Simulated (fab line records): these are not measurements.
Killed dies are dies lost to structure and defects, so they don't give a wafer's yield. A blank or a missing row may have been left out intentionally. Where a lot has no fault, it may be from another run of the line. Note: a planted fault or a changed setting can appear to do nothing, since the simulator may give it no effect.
fab line records | flow nandHarc
[record] lots = 13 | wafers = 39 | lastDay = 32
route steps=1302 shown A_CHANNEL_FILL_D2@616 END@1302
lots that met no fault: from a run of the same line without faults
startH: start of the lot's first displayed wafer, in hours after the record's first day | waitH: hours since the lot's step before | " as in the row above | L1.1+2: a single row standing in for several wafers | - no value, or no start was given | * or withheld: withheld | < > ~ a bound
route shown NAME@n: NAME is a module with steps in the file, n the number in the route of the first one | usual: mean/standard deviation of fault-free wafers | same: alike in all rows | chamber/n: place in a boat | sites: each site's reading | _std_site: standard deviation of those values | _edge_site: mean of outer sites minus mean of inner sites | radiusMm: how far each site lies from the wafer's centre | mask NAME#n: copy n | behind: the tool/chamber that last shaped the wafer | hold: the reason the lot was held/the length of the hold in hours/how it ended | device: the n, p or np transistor that did not switch | end of line: at the end of the route, the tests of the same wafers | where a step has no rows: the recipe by itself | killed: count of dies lost to structure and defects at first sort (not the wafer's yield) | map: shows each die of a wafer: x if killed, . if not, _ if none is there
set.NAME: setting as actually run; set.NAME@STEP: the setting as run at that earlier step | model.NAME: the simulator's own value behind a step, which no gauge read
the route's steps for a sample of lots (tables are steps, rows are wafers)
services: a tool's chamber out of use, with start hour (startH, from the record's first day; less than 0 if before it), hours out, and reason
[[steps]]
[step NHARC_A_CHANNEL_FILL_D2_ALD_16]
[recipe] targetThkA = 15 | pulseTimeS = 10 | aldCycles = 15 | tempC = 300 | material = SiO2
[usual] heaterPowerW = 470/40 | precursorPulseHeightRel = 1.000/0.019
lot.wafer | tool     | chamber | startH | waitH | heaterPowerW | precursorPulseHeightRel
L221.2    | aldHk-01 | 3       | 328.92 | 0.1   | 457          | 1.009
L221.3    | "        | 0       | "      | "     | 534          | 0.986
L221.6    | "        | 2       | "      | "     | 408          | 1.001
L223.2    | aldHk-01 | 3       | 332.99 | 0.0   | 468          | 1.005
L223.4    | "        | 1       | "      | "     | 447          | 0.977
L223.3    | "        | 2       | "      | "     | 398          | 1.038
L222.3    | aldHk-01 | 0       | 336.92 | 0.0   | 533          | 0.994
L222.6    | "        | 0       | "      | "     | 526          | 1.030
L222.5    | "        | 1       | "      | "     | 455          | 1.019
L224.4    | aldHk-02 | 0       | 341.47 | 0.1   | 400          | 1.011
L224.5    | "        | 3       | "      | "     | 459          | 1.011
L224.6    | "        | 0       | "      | "     | 406          | 1.010
L225.2    | aldHk-01 | 3       | 349.98 | 0.1   | 459          | 0.965
L225.1    | "        | 0       | "      | "     | 536          | 0.993
L225.3    | "        | 1       | "      | "     | 453          | 0.957
L226.1    | aldHk-03 | 1       | 360.38 | 2.3   | 518          | 1.006
L226.4    | "        | 3       | "      | "     | 474          | 0.992
L226.3    | "        | 0       | "      | "     | 422          | 0.994
L227.2    | aldHk-03 | 0       | 371.17 | 0.0   | 428          | 1.017
L227.4    | "        | 1       | "      | "     | 504          | 1.050
L227.6    | "        | 0       | "      | "     | 420          | 1.009
L228.3    | aldHk-03 | 2       | 378.30 | 0.1   | 519          | 1.013
L228.2    | "        | 3       | "      | "     | 480          | 1.004
L228.5    | "        | 1       | "      | "     | 492          | 1.008
L232.4    | aldHk-02 | 0       | 416.99 | 0.1   | 409          | 1.007
L232.2    | "        | 1       | "      | "     | 495          | 0.990
L232.3    | "        | 2       | "      | "     | 515          | 0.998
L231.4    | aldHk-03 | 0       | 417.00 | 0.1   | 430          | 0.999
L231.2    | "        | 1       | "      | "     | 510          | 0.973
L231.6    | "        | 0       | "      | "     | 431          | 0.969
L233.3    | aldHk-03 | 3       | 430.41 | 0.1   | 465          | 1.023
L233.4    | "        | 1       | "      | "     | 515          | 1.004
L233.6    | "        | 3       | "      | "     | 449          | 1.033
L234.4    | aldHk-02 | 2       | 438.86 | 0.0   | 488          | 1.018
L234.3    | "        | 0       | "      | "     | 404          | 0.998
L234.6    | "        | 2       | "      | "     | 492          | 1.013
L240.4    | aldHk-03 | 2       | 503.27 | 0.1   | 505          | 0.980
L240.6    | "        | 1       | "      | "     | 527          | 1.031
L240.5    | "        | 2       | "      | "     | 499          | 0.999
[step NHARC_A_CHANNEL_FILL_D2_ETCHBACK_20]
[recipe] targetDepthA = 270 | timeS = 13.5 | c4f8FlowSccm = withheld | o2FlowSccm = 8 | arFlowSccm = withheld | rfW = 600 | biasW = 1500 | chemistry = C4F8/O2/Ar
[usual] oesProductAu = 0.983/0.025 | rfFwdPowerW = 587.4/2.9 | rfVppV = 977/5.3
lot.wafer | tool       | chamber | startH | waitH | oesProductAu | rfFwdPowerW | rfHoursCounterH | rfVppV
L221.2    | rieDiel-05 | 0       | 341.13 | -     | 0.959        | 591.3       | 2               | 971
L221.3    | "          | 1       | "      | "     | 0.936        | 585.6       | 2               | 984
L221.6    | "          | 1       | "      | "     | 0.932        | 585.5       | -               | 982
L222.3    | rieDiel-05 | 1       | 350.34 | -     | 0.986        | 586.0       | 2               | 984
L222.5    | "          | 3       | "      | "     | 0.987        | 584.9       | -               | 983
L222.6    | "          | 0       | "      | "     | 0.999        | 588.7       | -               | 970
L223.3    | rieDiel-08 | 3       | 350.34 | -     | 0.961        | 585.3       | 4               | 975
L223.4    | "          | 0       | "      | "     | 0.971        | 586.3       | 5               | 976
L223.2    | "          | 1       | "      | "     | 0.966        | 590.4       | 5               | 968
L224.4    | rieDiel-05 | 0       | 353.28 | -     | 1.010        | 591.8       | 2               | 971
L224.6    | "          | 3       | "      | "     | 1.001        | 582.6       | -               | 982
L224.5    | "          | 0       | "      | "     | 1.003        | 588.8       | -               | 970
L225.3    | rieDiel-08 | 3       | 361.94 | -     | 1.011        | 588.2       | 5               | 974
L225.2    | "          | 0       | "      | "     | 1.001        | 586.7       | 5               | 975
L225.1    | "          | 2       | "      | "     | 1.013        | 583.9       | 5               | 977
L226.1    | rieDiel-04 | 0       | 371.77 | -     | 0.987        | 586.8       | 2               | 973
L226.4    | "          | 1       | "      | "     | 0.988        | 588.9       | 1               | 980
L226.3    | "          | 3       | "      | "     | 0.996        | 586.0       | 2               | 983
L227.4    | rieDiel-08 | 1       | 385.08 | -     | 0.991        | 589.5       | 0               | 970
L227.2    | "          | 3       | "      | "     | 1.007        | 583.1       | 0               | 974
L227.6    | "          | 1       | "      | "     | 0.999        | 588.9       | -               | 970
L228.2    | rieDiel-08 | 3       | 390.37 | -     | 0.995        | 587.2       | 0               | 976
L228.3    | "          | 0       | "      | "     | 1.005        | 586.6       | 0               | 974
L228.5    | "          | 2       | "      | "     | 0.992        | 586.3       | -               | 977
L232.4    | rieDiel-08 | 3       | 429.13 | -     | 0.980        | 585.6       | 2               | 975
L232.3    | "          | 0       | "      | "     | 0.973        | 585.9       | 2               | 976
L232.2    | "          | 2       | "      | "     | 0.993        | 586.6       | 2               | 978
L231.2    | rieDiel-05 | 2       | 429.13 | -     | 0.995        | 591.3       | 1               | 985
L231.4    | "          | 3       | "      | "     | 0.991        | 587.5       | 1               | 981
L231.6    | "          | 1       | "      | "     | 0.988        | 582.5       | -               | 983
L233.3    | rieDiel-04 | 2       | 441.94 | -     | 0.989        | 587.1       | 13              | 971
L233.4    | "          | 3       | "      | "     | 0.998        | 590.0       | 14              | 983
L233.6    | "          | 3       | "      | "     | 0.996        | 589.4       | -               | 983
L234.4    | rieDiel-05 | 0       | 451.47 | -     | 1.001        | 589.0       | 2               | 970
L234.3    | "          | 2       | "      | "     | 0.994        | 591.1       | 2               | 985
L234.6    | "          | 0       | "      | "     | 0.995        | 590.1       | -               | 971
L240.4    | rieDiel-08 | 0       | 516.75 | -     | 1.004        | 587.8       | 4               | 976
L240.5    | "          | 0       | "      | "     | 0.991        | 586.6       | -               | 974
L240.6    | "          | 1       | "      | "     | 1.002        | 589.6       | -               | 971
[step NHARC_A_CHANNEL_FILL_D2_CMP_10]
[recipe] targetThkNm = 150
[usual] motorCurrentA = 12.3/1.1 | timeToEndpointS = 15.1/1.8
lot.wafer | tool   | chamber | startH | waitH | motorCurrentA | timeToEndpointS
L221.2    | cmp-02 | 3       | 364.49 | 0.4   | 10.3          | 12.4
L221.3    | "      | 1       | "      | "     | 11.3          | 14.4
L221.6    | "      | 2       | "      | "     | 13.4          | 14.2
L223.3    | cmp-04 | 2       | 373.86 | 0.4   | 11.3          | 15.9
L223.4    | "      | 3       | "      | "     | 12.4          | 18.0
L223.2    | "      | 0       | "      | "     | 13.0          | 17.2
L222.3    | cmp-03 | 2       | 373.86 | 0.4   | 13.6          | 15.3
L222.5    | "      | 2       | "      | "     | 13.5          | 13.2
L222.6    | "      | 3       | "      | "     | 13.9          | 15.2
L224.4    | cmp-02 | 2       | 373.88 | 0.4   | 14.3          | 11.7
L224.6    | "      | 1       | "      | "     | 11.0          | 12.3
L224.5    | "      | 2       | "      | "     | 14.5          | 13.8
L225.2    | cmp-03 | 1       | 384.65 | 0.4   | 11.9          | 10.7
L225.3    | "      | 3       | "      | "     | 13.9          | 13.2
L225.1    | "      | 0       | "      | "     | 13.4          | 12.5
L226.1    | cmp-04 | 1       | 395.03 | 0.4   | 12.4          | 15.2
L226.3    | "      | 2       | "      | "     | 11.6          | 14.4
L226.4    | "      | 0       | "      | "     | 13.1          | 15.2
L227.4    | cmp-03 | 1       | 410.76 | 0.4   | 11.3          | 13.1
L227.2    | "      | 0       | "      | "     | 13.2          | 12.9
L227.6    | "      | 2       | "      | "     | 13.6          | 14.8
L228.2    | cmp-04 | 3       | 414.57 | 0.4   | 12.7          | 18.6
L228.3    | "      | 0       | "      | "     | 12.9          | 16.2
L228.5    | "      | 3       | "      | "     | 12.8          | 17.2
L232.4    | cmp-03 | 2       | 453.08 | 0.4   | 12.8          | 15.8
L232.2    | "      | 3       | "      | "     | 13.6          | 12.8
L232.3    | "      | 1       | "      | "     | 11.0          | 12.6
L231.4    | cmp-02 | 2       | 453.13 | 0.4   | 13.2          | 12.5
L231.2    | "      | 3       | "      | "     | 10.6          | 15.2
L231.6    | "      | 0       | "      | "     | 12.1          | 15.5
L233.4    | cmp-04 | 0       | 465.14 | 0.4   | 12.6          | 17.6
L233.3    | "      | 2       | "      | "     | 11.6          | 16.7
L233.6    | "      | 1       | "      | "     | 11.1          | 14.0
L234.3    | cmp-02 | 3       | 474.85 | 0.4   | 10.9          | 16.1
L234.4    | "      | 1       | "      | "     | 11.0          | 15.7
L234.6    | "      | 3       | "      | "     | 10.4          | 13.6
L240.4    | cmp-02 | 3       | 539.93 | 0.4   | 10.6          | 15.1
L240.5    | "      | 0       | "      | "     | 12.6          | 13.0
L240.6    | "      | 1       | "      | "     | 11.4          | 16.1
[step NHARC_A_CHANNEL_FILL_D2_RTA_24]
[recipe] tempC = 1000 | timeS = 5
[usual] lampPowerPct = 29.7/1.2 | wafer_temp_C_max = 1003.6/1.1
lot.wafer | tool         | chamber | startH | waitH | lampPowerPct | wafer_temp_C_max
L221.2    | rtpAnneal-01 | 0       | 364.91 | 0.1   | 28.6         | 1004.0
L221.3    | "            | 0       | "      | "     | 28.6         | 1003.8
L221.6    | "            | 0       | "      | "     | 28.6         | 1004.0
L223.2    | rtpAnneal-02 | 0       | 374.30 | 0.1   | 31.1         | 1001.8
L223.3    | "            | 0       | "      | "     | 31.0         | 1001.8
L223.4    | "            | 0       | "      | "     | 31.1         | 1003.5
L224.4    | rtpAnneal-02 | 0       | 374.52 | 0.3   | 31.1         | 1001.5
L224.5    | "            | 0       | "      | "     | 31.1         | 1003.1
L224.6    | "            | 0       | "      | "     | 31.2         | 1002.3
L222.3    | rtpAnneal-02 | 0       | 374.66 | 0.4   | 31.1         | 1002.0
L222.5    | "            | 0       | "      | "     | 31.2         | 1002.5
L222.6    | "            | 0       | "      | "     | 31.1         | 1003.8
L225.1    | rtpAnneal-01 | 0       | 385.07 | 0.0   | 28.6         | 1004.3
L225.2    | "            | 0       | "      | "     | 28.6         | 1005.1
L225.3    | "            | 0       | "      | "     | 28.5         | 1003.9
L226.1    | rtpAnneal-02 | 0       | 395.44 | 0.0   | 31.2         | 1002.6
L226.3    | "            | 0       | "      | "     | 31.2         | 1002.0
L226.4    | "            | 0       | "      | "     | 31.1         | 1002.7
L227.2    | rtpAnneal-01 | 0       | 411.20 | 0.1   | 28.6         | 1003.4
L227.4    | "            | 0       | "      | "     | 28.6         | 1004.9
L227.6    | "            | 0       | "      | "     | 28.6         | 1004.3
L228.2    | rtpAnneal-01 | 0       | 415.02 | 0.1   | 28.5         | 1004.9
L228.3    | "            | 0       | "      | "     | 28.6         | 1004.4
L228.5    | "            | 0       | "      | "     | 28.6         | 1004.4
L231.2    | rtpAnneal-02 | 0       | 453.52 | 0.1   | 31.2         | 1002.7
L231.4    | "            | 0       | "      | "     | 31.1         | 1002.6
L231.6    | "            | 0       | "      | "     | 31.2         | 1002.0
L232.2    | rtpAnneal-01 | 0       | 453.53 | 0.1   | 28.7         | 1003.4
L232.3    | "            | 0       | "      | "     | 28.6         | 1005.5
L232.4    | "            | 0       | "      | "     | 28.6         | 1003.7
L233.3    | rtpAnneal-01 | 0       | 465.61 | 0.1   | 28.6         | 1005.3
L233.4    | "            | 0       | "      | "     | 28.6         | 1005.2
L233.6    | "            | 0       | "      | "     | 28.6         | 1005.5
L233.3    | rtpAnneal-01 | 0       | 466.27 | 0.6   | 28.6         | 1004.3
L233.4    | "            | 0       | "      | "     | 28.6         | 1003.4
L233.6    | "            | 0       | "      | "     | 28.6         | 1004.0
L234.3    | rtpAnneal-01 | 0       | 475.29 | 0.1   | 28.7         | 1003.3
L234.4    | "            | 0       | "      | "     | 28.7         | 1003.7
L234.6    | "            | 0       | "      | "     | 28.6         | 1003.8
L234.3    | rtpAnneal-01 | 0       | 475.82 | 0.5   | 28.6         | 1003.5
L234.4    | "            | 0       | "      | "     | 28.7         | 1003.0
L234.6    | "            | 0       | "      | "     | 28.6         | 1003.4
L240.4    | rtpAnneal-02 | 0       | 540.36 | 0.1   | 31.1         | 1002.6
L240.5    | "            | 0       | "      | "     | 31.1         | 1002.8
L240.6    | "            | 0       | "      | "     | 31.2         | 1002.6
[step NHARC_END_SORT_01]
[recipe] tempC = 25
[usual] killedAtArray = 58/20 | killedAtOther = 0.9/1.4 | killedAtPeriphery = 4/3.1 | killedDies = 63/20 | killedOpen = 3.3/1.8 | killedShort = 2.4/1.5
[same] grossDies = 677
lot.wafer | tool      | chamber | startH | waitH | killedAtArray | killedAtOther | killedAtPeriphery | killedDies | killedOpen | killedShort
L231.2    | prober-01 | 0       | 674.50 | 2.8   | 76            | 0             | 2                 | 78         | 5          | 5
L231.4    | prober-01 | 0       | 676.08 | 3.4   | 79            | 1             | 4                 | 84         | 2          | 0
L231.6    | prober-01 | 0       | 677.66 | 3.9   | 73            | 3             | 4                 | 80         | 4          | 1
// killed by level:class
L231.2 A_CHANNEL_HOLE_D1:chamberFilmFlake=35 A_SLIT:chamberFilmFlake=18 A_CONTACT:chamberFilmFlake=8 A_STAIRCASE:chamberFilmFlake=3 A_CHANNEL_FILL_D1:geometricParticle:open=2 A_SOURCE_PLATE:geometricParticle:open=1 A_SOURCE_PLATE:geometricParticle:short=1 A_CHANNEL_HOLE_D1:geometricParticle:short=1
L231.4 A_CHANNEL_HOLE_D1:chamberFilmFlake=34 A_SLIT:chamberFilmFlake=34 A_CONTACT:chamberFilmFlake=4 P_BONDPAD:chamberFilmFlake=3 A_STAIRCASE:chamberFilmFlake=3 A_ONON_D1:geometricParticle:open=1 A_CONTACT:geometricParticle:open=1 P_GATE:chamberFilmFlake=1
L231.6 A_CHANNEL_HOLE_D1:chamberFilmFlake=34 A_SLIT:chamberFilmFlake=23 A_CONTACT:chamberFilmFlake=8 P_BONDPAD:chamberFilmFlake=2 THIN_TSV:chamberFilmFlake=2 A_STAIRCASE:chamberFilmFlake=2 A_WL_FILL:chamberFilmFlake=2 P_M0:geometricParticle:open=1
[[services]]
tool         | chamber | startH | hours | kind
cmp-04       | -       | 307.04 | 4.0   | pm
cmp-04       | -       | 325.08 | 20.4  | repair
cmp-02       | -       | 330.94 | 4.0   | pm
rieDiel-08   | 2       | 333.24 | 2.9   | repair
cmp-03       | -       | 333.92 | 0.6   | repair
cmp-03       | -       | 349.65 | 2.6   | repair
cmp-03       | -       | 359.46 | 4.0   | pm
rieDiel-05   | -       | 361.77 | 16.2  | repair
cmp-02       | -       | 367.07 | 0.8   | repair
rieDiel-08   | -       | 367.80 | 9.0   | pm
rtpAnneal-01 | -       | 372.14 | 12.0  | pm
rieDiel-08   | -       | 380.31 | 0.3   | repair
cmp-02       | -       | 384.72 | 0.3   | repair
aldHk-03     | -       | 392.48 | 10.0  | pm
rieDiel-05   | -       | 406.60 | 9.0   | pm
cmp-02       | -       | 428.94 | 4.0   | pm
rieDiel-05   | 0       | 434.29 | 3.2   | repair
cmp-02       | -       | 446.05 | 2.8   | repair
cmp-02       | -       | 472.56 | 0.4   | repair
rieDiel-05   | -       | 481.01 | 0.4   | repair
rieDiel-08   | 3       | 524.58 | 2.5   | repair
cmp-02       | -       | 526.94 | 4.0   | pm
rieDiel-08   | 1       | 531.43 | 16.2  | repair
rieDiel-05   | 3       | 538.86 | 5.4   | repair
[[key]]
[firstSign] step = NHARC_A_CHANNEL_FILL_D2_RTA_24 | reading = visit | direction = added
effect none on later readings
metAt NHARC_A_CHANNEL_FILL_D2_RTA_24
struckLots L233,L234
testerLeftOut L233,L234
notActingAt NHARC_A_CHANNEL_FILL_D2_ALD_16,NHARC_A_CHANNEL_FILL_D2_ETCHBACK_20,NHARC_A_CHANNEL_FILL_D2_CMP_10
[fault] kind = repeatedStepWhole | tool = rtpAnneal-01,rtpAnneal-02 | chamber = - | onsetH = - | steps = NHARC_A_CHANNEL_FILL_D2_RTA_24 | times = 1 | scope = struckLotsOnly
// testerLeftOut: of these lots the tester's yield and bins aren't shown, on N5 and GAA mostly nor the transistor test; their killed dies are dies lost to structure and defects alone, not to doping, threshold or leakage, so they don't give the yield
